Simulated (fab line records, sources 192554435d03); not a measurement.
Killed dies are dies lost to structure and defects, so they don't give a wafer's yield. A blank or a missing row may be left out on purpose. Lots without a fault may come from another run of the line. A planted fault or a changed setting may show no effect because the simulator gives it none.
Chamber matching | flow n5_finfet | N5_FIN_SAQP_MANDREL2_REMOVE_60 on rie_si-03: 4 sister chambers
The step chemistry HBr/Cl2/O2, target a-Si, stops on SiNx, bt time 10 s. 16 wafers are shown with their chamber, then 8 later ones without.

WAFERS WITH THEIR CHAMBER
wafer  | chamber | drypump_motor_current_A (A) | oes_product_au (a.u.) | HBr_flow_sccm (sccm)
L081.2 | 2       | 5.6                         | 1.006                 | 149.4
L081.5 | 1       | 4.7                         | 1.019                 | 150.5
L081.6 | 0       | 5.9                         | 1.014                 | 149.7
L084.2 | 3       | 6.0                         | 0.981                 | 149.8
L084.3 | 2       | 5.5                         | 1.003                 | 149.9
L084.4 | 1       | 4.6                         | 1.018                 | 150.0
L087.2 | 2       | 5.5                         | 1.003                 | 150.4
L087.3 | 3       | 5.9                         | 0.973                 | 149.6
L087.6 | 1       | 4.7                         | 1.019                 | 150.9
L089.3 | 1       | 4.6                         | 1.025                 | 150.6
L089.4 | 2       | 5.5                         | 1.009                 | 149.7
L089.5 | 2       | 5.5                         | 0.999                 | 149.8
L091.2 | 1       | 4.7                         | 1.018                 | 149.8
L091.4 | 0       | 5.9                         | 1.005                 | 150.0
L091.5 | 2       | 5.5                         | 1.010                 | 149.7
L092.1 | 0       | 5.9                         | 0.992                 | 149.6

SIGNATURES (means of the wafers above)
reading                 | chamber 0 | chamber 1 | chamber 2 | chamber 3 | scatter within a chamber
drypump_motor_current_A | 5.900     | 4.660     | 5.517     | 5.950     | 0.0459
oes_product_au          | 1.00367   | 1.01980   | 1.00500   | 0.97700   | 0.00576
HBr_flow_sccm           | 149.767   | 150.360   | 149.817   | 149.700   | 0.35
Rule: a wafer's distance from a chamber is the root of the sum, over the readings, of the square of ((its reading less the chamber's mean) divided by the reading's scatter). The wafer belongs to the nearest chamber; if the next one is less than 2 further off, it can't be placed. The scatter: the root of (the sum of the squares of (reading less its chamber's mean) over the shown wafers, divided by (wafers less chambers)).

WAFERS WITHOUT THEIR CHAMBER
wafer  | drypump_motor_current_A (A) | oes_product_au (a.u.) | HBr_flow_sccm (sccm)
L092.4 | 5.9                         | 0.985                 | 149.7
L092.6 | 5.9                         | 0.984                 | 149.8
L093.1 | 4.7                         | 1.017                 | 150.1
L093.2 | 5.9                         | 0.973                 | 150.4
L093.6 | 5.9                         | 0.986                 | 149.9
L095.1 | 5.9                         | 0.985                 | 149.3
L095.3 | 5.9                         | 0.989                 | 150.1
L095.5 | 5.9                         | 0.980                 | 150.3

WHICH CHAMBER EACH WENT THROUGH
wafer  | from the rows above     | in truth
L092.4 | can't be placed: 3 or 0 | 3
L092.6 | can't be placed: 3 or 0 | 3
L093.1 | 1                       | 1
L093.2 | 3                       | 3
L093.6 | can't be placed: 3 or 0 | 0
L095.1 | can't be placed: 3 or 0 | 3
L095.3 | can't be placed: 3 or 0 | 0
L095.5 | 3                       | 3
Placed correctly: 3 of 8. Can't be placed from these rows: 5 (the true chamber is among the candidates in 5). Placed wrongly: 0.
